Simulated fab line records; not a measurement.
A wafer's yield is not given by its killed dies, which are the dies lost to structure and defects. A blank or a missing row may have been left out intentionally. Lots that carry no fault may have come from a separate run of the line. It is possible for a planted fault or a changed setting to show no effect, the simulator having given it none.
Lot-split experiment / flow n5_finfet / 21 wafers read from 7 lots, route of 1938 steps

== ABOUT THE SPLIT ==
At N5_ZERO_LAYER_EXPOSE_08 (exposes mask ZERO, defocus 0 nm, target cd 2000 nm), the setting dose_mj was moved away from the recipe's 16.2 on 6 of the 21 wafers read, by -6.5% to +3.0%. For the rest of the wafers, this setting stayed at what the recipe calls for.

== FROM THE SPLIT TO THE READING: what the file shows between them, 3 steps ==
- N5_ZERO_LAYER_PEB_09
- N5_ZERO_LAYER_DEVELOP_10: develop time 60 s
- N5_ZERO_LAYER_HARDBAKE_23: time 120 s

== THE READING ==
cd_nm at N5_ZERO_LAYER_CD_MEAS_11, given in nm (cd target 2000 nm). Fault-free wafers of this fab line usually give 2000.2 nm, standard deviation 2.7 nm.

wafer=L079.1; tool, chamber at the split=krf_scanner-01, 0; dose_mj as run=15.14; against the recipe=-6.5%; cd_nm, nm=1985.9; against lot-mates on the recipe=-12.1
wafer=L079.5; tool, chamber at the split=krf_scanner-01, 0; dose_mj as run=15.14; against the recipe=-6.5%; cd_nm, nm=1984.8; against lot-mates on the recipe=-13.2
wafer=L079.6; tool, chamber at the split=krf_scanner-01, 0; dose_mj as run=16.2; against the recipe=recipe; cd_nm, nm=1998.0; against lot-mates on the recipe=-
wafer=L081.1; tool, chamber at the split=krf_scanner-01, 0; dose_mj as run=16.2; against the recipe=recipe; cd_nm, nm=2004.3; against lot-mates on the recipe=-
wafer=L081.2; tool, chamber at the split=krf_scanner-01, 0; dose_mj as run=16.2; against the recipe=recipe; cd_nm, nm=2003.4; against lot-mates on the recipe=-
wafer=L081.5; tool, chamber at the split=krf_scanner-01, 0; dose_mj as run=16.53; against the recipe=+2.0%; cd_nm, nm=2003.0; against lot-mates on the recipe=-0.8
wafer=L084.1; tool, chamber at the split=krf_scanner-02, 0; dose_mj as run=16.2; against the recipe=recipe; cd_nm, nm=1997.4; against lot-mates on the recipe=-
wafer=L084.2; tool, chamber at the split=krf_scanner-02, 0; dose_mj as run=16.2; against the recipe=recipe; cd_nm, nm=1997.5; against lot-mates on the recipe=-
wafer=L084.4; tool, chamber at the split=krf_scanner-02, 0; dose_mj as run=16.2; against the recipe=recipe; cd_nm, nm=1999.0; against lot-mates on the recipe=-
wafer=L087.2; tool, chamber at the split=krf_scanner-02, 0; dose_mj as run=15.31; against the recipe=-5.5%; cd_nm, nm=1992.8; against lot-mates on the recipe=-11.4
wafer=L087.3; tool, chamber at the split=krf_scanner-02, 0; dose_mj as run=16.2; against the recipe=recipe; cd_nm, nm=2002.8; against lot-mates on the recipe=-
wafer=L087.4; tool, chamber at the split=krf_scanner-02, 0; dose_mj as run=16.2; against the recipe=recipe; cd_nm, nm=2005.5; against lot-mates on the recipe=-
wafer=L091.2; tool, chamber at the split=krf_scanner-02, 0; dose_mj as run=16.2; against the recipe=recipe; cd_nm, nm=1995.5; against lot-mates on the recipe=-
wafer=L091.3; tool, chamber at the split=krf_scanner-02, 0; dose_mj as run=16.2; against the recipe=recipe; cd_nm, nm=1997.5; against lot-mates on the recipe=-
wafer=L091.5; tool, chamber at the split=krf_scanner-02, 0; dose_mj as run=16.2; against the recipe=recipe; cd_nm, nm=2000.7; against lot-mates on the recipe=-
wafer=L093.2; tool, chamber at the split=krf_scanner-01, 0; dose_mj as run=16.2; against the recipe=recipe; cd_nm, nm=2004.1; against lot-mates on the recipe=-
wafer=L093.4; tool, chamber at the split=krf_scanner-01, 0; dose_mj as run=16.2; against the recipe=recipe; cd_nm, nm=2001.2; against lot-mates on the recipe=-
wafer=L093.6; tool, chamber at the split=krf_scanner-01, 0; dose_mj as run=16.2; against the recipe=recipe; cd_nm, nm=2004.0; against lot-mates on the recipe=-
wafer=L096.1; tool, chamber at the split=krf_scanner-02, 0; dose_mj as run=16.2; against the recipe=recipe; cd_nm, nm=1998.9; against lot-mates on the recipe=-
wafer=L096.2; tool, chamber at the split=krf_scanner-02, 0; dose_mj as run=16.69; against the recipe=+3.0%; cd_nm, nm=2005.1; against lot-mates on the recipe=+6.2
wafer=L096.5; tool, chamber at the split=krf_scanner-02, 0; dose_mj as run=16.69; against the recipe=+3.0%; cd_nm, nm=2005.7; against lot-mates on the recipe=+6.8

THE FIT
A straight line over all 21 wafers: cd_nm changes by +1.98 nm for each +1% of dose_mj; r = +0.87; the points scatter about the line by 3 nm.
The same after taking each lot's own level away (the mean of its wafers on the recipe; 21 wafers): +1.9 nm for each +1%; r = +0.95; scatter 1.6 nm.
The reading moves by 12 nm for the largest change in dose_mj, on that fit.
Across the lots, their own levels run from 1997.90 to 2004.15 nm, a range of 2.3 times the standard deviation given above.
Consequently the slope shifts little with the lot-to-lot level, the two slopes agreeing.
Check: with one of the wafers moved furthest among these (-6.5%) left out of the fit, the line predicts -12.9 nm for it against its lot-mates. It came out at -12.1 nm against them.

== THE WHOLE CHAIN: every reading that the file lists as answering this split, in the file's order ==
step=N5_ZERO_LAYER_CD_MEAS_11; what it does=target cd 2000 nm; reading=cd_nm; change (the file's fit)=+1.89 nm for each +1% of the setting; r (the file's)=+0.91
step=N5_ZERO_LAYER_DESCUM_16; what it does=chemistry O2, time 7.9 s; reading=ZERO_LAYER.cd_nm (the simulator's own value, which no gauge read); change (the file's fit)=+1.91 nm for each +1% of the setting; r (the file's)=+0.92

== FILE'S OWN FIT ==
cd_nm changes by +1.89 nm for each +1% of dose_mj, r = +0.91.
